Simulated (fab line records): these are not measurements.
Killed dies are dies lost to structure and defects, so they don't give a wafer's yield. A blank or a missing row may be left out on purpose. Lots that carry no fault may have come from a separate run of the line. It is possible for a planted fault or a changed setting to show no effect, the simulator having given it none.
Struck lot and sound lot, side by side || flow nand_harc || 15 out of 1302 route steps
Sound: these wafers, L287.2, L287.3, L287.5. Wafers struck: L282.2, L282.4, L282.6. At the end, the cause is stated.
Each step with rows lists, per side, the tool, then ch with its chambers, then its first start. Under that, the readings that differ: sound wafers || struck wafers || difference of the means || sigmas: that difference in standard deviations of wafers without a fault.
alike: words and numbers the same on both sides, and readings whose means are apart by under 2 such deviations; not compared: readings that were withheld, readings missing a value for some wafer, numbers with overlapping values and no deviation given by the record, and bounds like >300 which may hide the same value.
A row with sigmas, a row that says differs or no value, or rows on one side alone: a step with any of these is where the two part. When numbers do not overlap yet have no deviation, they are printed without sigmas and do not part them. Lack of a reading on every wafer of one side parts them only where that side has two or more wafers.

first, 8 steps without rows for these wafers: NHARC_A_CONTACT_COAT_34 (time 75 s); NHARC_A_CONTACT_COAT_35 (time 65 s); NHARC_A_CONTACT_COAT_36 (resist thk 90 nm); NHARC_A_CONTACT_SOFTBAKE_37 (time 55 s); NHARC_A_CONTACT_EBR_38; NHARC_A_CONTACT_EXPOSE_39 (exposes mask A CC 3); NHARC_A_CONTACT_PEB_40 (peb time 65 s); NHARC_A_CONTACT_DEVELOP_41 (develop time 35 s).
NHARC_A_CONTACT_CD_MEAS_42: the cd target is 300 nm.
  sound on cd_sem-01 ch 0, day 26 12:22; struck on cd_sem-01 ch 0, day 24 01:57
{"reading": "cd_nm (nm)", "sound": "300.0 300.4 300.4", "struck": "298.7 298.5 299.8", "difference": -1.3, "sigmas": -2}
NHARC_A_CONTACT_OVL_MEAS_43:
  sound on overlay-01, day 26 12:26; struck on overlay-01, day 24 02:02
  alike: overlay_x_nm, overlay_y_nm
NHARC_A_CONTACT_INSPECT_44:
  sound on defect_inspect-02, day 26 12:29; struck on defect_inspect-02, day 24 02:04
  alike: raw_defect_count
NHARC_A_CONTACT_DESCUM_47: chemistry O2, time 3 s.
  sound on rie_diel-04 ch 0,2, day 26 12:33; struck on rie_diel-04 ch 2,3, day 24 02:08
  alike: chamber_pressure_mTorr, drypump_motor_current_A, oes_product_au, rf_vpp_V, showerhead_plenum_p_Torr, throttle_valve_pct
  not compared: rf_hours_counter_h
NHARC_A_CONTACT_ETCH_48: etches the open film in CF4, target depth 39 nm, time 65 s.
  sound on rie_diel-04 ch 0,1,2, day 26 12:37; struck on rie_diel-04 ch 0,1,3, day 24 02:14
  no value came back on the struck wafers for any of 9 readings (bias_w (W), cf4_flow_sccm (sccm) and others); on the sound wafers bias_w (W) reads 100.33 99.89 99.94
  not compared: rf_hours_counter_h
NHARC_A_CONTACT_ETCH_49: etches the open film in N2/H2, target depth 260 nm, time 475.3 s.
  sound on rie_diel-04 ch 0,2,3; struck on rie_diel-04 ch 0,2, day 24 02:23
  alike: bias_w, chamber_pressure_mTorr, drypump_motor_current_A, h2_flow_sccm, oes_product_au, rf_vpp_V, showerhead_plenum_p_Torr, throttle_valve_pct
  not compared: rf_hours_counter_h
-- record jumps: 3 days between struck wafers' starts before vs after; left off in module A_CONTACT, resumes in module END, first step shown is number 1302 of the route --
NHARC_END_SORT_01:
  at this point the record logs the struck wafers (prober-01 ch 0, day 26 23:32) and has no rows for the sound ones

WHERE THEY PART
First at NHARC_A_CONTACT_CD_MEAS_42; last, within this record, at NHARC_END_SORT_01.

WHY: the cause the simulator had injected
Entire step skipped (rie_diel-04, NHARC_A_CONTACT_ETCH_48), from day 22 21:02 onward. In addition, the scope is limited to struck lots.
